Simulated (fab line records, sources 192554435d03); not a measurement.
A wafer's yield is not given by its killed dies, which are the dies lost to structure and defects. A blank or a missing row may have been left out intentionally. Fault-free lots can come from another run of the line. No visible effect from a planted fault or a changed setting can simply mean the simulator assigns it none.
Chamber matching	flow n5_finfet	4 sister chambers for N5_BEOL_M5_DESCUM_33 on rie_diel-06
The step chemistry O2, time 7 s. 8 wafers are shown with their chamber, then 9 later ones without.

== WAFERS, EACH WITH ITS CHAMBER ==
wafer	chamber	throttle_valve_pct (%)	oes_product_au (a.u.)
L084.1	3	20.68	0.71
L084.2	1	20.08	0.73
L088.1	2	20.93	0.71
L088.3	1	20.09	0.72
L088.4	3	20.68	0.70
L090.2	0	20.66	0.89
L090.4	2	20.92	0.71
L090.5	0	20.66	0.88

== WAFERS MISSING THEIR CHAMBER ==
wafer	throttle_valve_pct (%)	oes_product_au (a.u.)
L094.1	20.69	0.70
L094.2	20.68	0.89
L094.5	20.92	0.70
L095.2	20.70	0.70
L095.3	20.09	0.71
L095.4	20.66	0.88
L097.2	20.94	0.69
L097.3	20.11	0.70
L097.4	20.67	0.88

== CHAMBER TAKEN BY EACH ==
wafer	from the rows above	in truth
L094.1	3	3
L094.2	0	0
L094.5	2	2
L095.2	3	3
L095.3	1	1
L095.4	0	0
L097.2	2	2
L097.3	1	1
L097.4	0	0
Correct placement for 9 of the 9. From these rows, 0 cannot be placed. 0 placed wrongly.
How it was worked out, from the rows above alone: a wafer's distance from a chamber is the root of the sum, over the readings, of the square of ((its reading less the chamber's mean) divided by the reading's scatter). If the next closest chamber is less than 2 further off than the closest, the wafer can't be placed; otherwise it belongs to the closest. The mean given for a chamber averages the wafers shown for that chamber. How the scatter is found: for the shown wafers, subtract from each reading the mean of its chamber, square and add these, divide the total by (wafers less chambers), then take the root.
